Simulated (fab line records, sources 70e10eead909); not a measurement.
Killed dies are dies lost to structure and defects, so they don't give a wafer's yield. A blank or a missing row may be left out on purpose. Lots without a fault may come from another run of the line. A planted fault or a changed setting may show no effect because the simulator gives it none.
A struck lot beside a sound one | flow nand_harc | 14 steps out of a route of 1302
Sound: wafers L349.2, L349.3, L349.5. Struck: wafer L362.5. (L362.4 of the same lot was not struck and is left out.) The cause comes at the end.
At each step with rows: each side's tool, then ch and its chambers, then its first start. Under that, the readings that differ: sound wafers | struck wafers | difference of the means | sigmas: that difference in standard deviations of wafers without a fault.
alike: readings whose means differ by less than 2 such deviations, and words and numbers that are the same on both sides. not compared: withheld readings, readings that some wafer has no value for, bounds like >300 that may hide the same value, and numbers for which the record gives no deviation and whose values overlap.
The two part at a step that has a row with sigmas, a row that says differs or no value, or rows on one side only. Numbers that don't overlap but have no deviation are shown without sigmas and don't part them. A reading that every wafer of one side lacks parts them only if that side has two wafers or more.

first, 2 steps without rows for these wafers: NHARC_A_SOURCE_PLATE_CVD_03 (deposits poly-Si, target thk 200 nm, time 4000 s); NHARC_A_SOURCE_PLATE_ANNEAL_05 (time 1800 s).
NHARC_A_SOURCE_PLATE_THK_MEAS_06: measures by ellipsometry.
  sound on film_metro-02, day 8 08:13; struck on film_metro-01, day 13 21:31
  alike: thk_nm
NHARC_A_SOURCE_PLATE_INSPECT_08:
  sound on defect_inspect-01, day 8 08:18; struck on defect_inspect-01, day 13 21:35
  reading          | sound     | struck | difference | sigmas
  raw_defect_count | 66 99 125 | 46     | -51        | -2
then, 1 step without rows for these wafers: NHARC_A_ONON_D1_DEP_00 (target thk 1000 nm).
NHARC_A_ONON_D1_THK_MEAS_02: measures by ellipsometry.
  sound on film_metro-02, day 8 08:52; struck on film_metro-02, day 13 22:10
  alike: thk_nm
then, 1 step without rows for these wafers: NHARC_A_ONON_D1_DEP_03 (target thk 1000 nm).
NHARC_A_ONON_D1_THK_MEAS_05: measures by ellipsometry.
  sound on film_metro-01, day 8 09:26; struck on film_metro-02, day 13 22:44
  alike: thk_nm
then, 1 step without rows for these wafers: NHARC_A_ONON_D1_DEP_06 (target thk 1000 nm).
NHARC_A_ONON_D1_THK_MEAS_08: measures by ellipsometry.
  sound on film_metro-01, day 8 10:01; struck on film_metro-01, day 13 23:18
  alike: thk_nm
NHARC_A_ONON_D1_DEP_09: target thk 1000 nm.
  sound on pecvd_onon-01 ch 0, day 8 10:07; struck on pecvd_onon-02 ch 0, day 13 23:52
NHARC_A_ONON_D1_THK_MEAS_11: measures by ellipsometry.
  sound on film_metro-01, day 8 10:34; struck on film_metro-01, day 14 00:11
  reading     | sound          | struck | difference | sigmas
  thk_nm (nm) | 1000 1000 1001 | 1336   | +336       | +34
then, 1 step without rows for these wafers: NHARC_A_ONON_D1_DEP_12 (target thk 1000 nm).
-- the record jumps here: 17 days lie between the struck wafers' starts before and after (it left off in module A_ONON_D1 and takes up again in module END, whose first step shown is number 1302 of the route) --
NHARC_END_SORT_01:
  sound on prober-01 ch 0, day 25 07:37; struck on prober-01 ch 0, day 31 02:30
  reading         | sound    | struck | difference | sigmas
  killed_at_array | 71 57 69 | 672    | +606       | +29
  killed_dies     | 75 61 70 | 677    | +608       | +29
  alike: killed_at_other, killed_at_periphery, killed_open, killed_short

WHERE THEY PART
First at NHARC_A_SOURCE_PLATE_INSPECT_08; last, within this record, at NHARC_END_SORT_01.

WHY: what the simulator had put in
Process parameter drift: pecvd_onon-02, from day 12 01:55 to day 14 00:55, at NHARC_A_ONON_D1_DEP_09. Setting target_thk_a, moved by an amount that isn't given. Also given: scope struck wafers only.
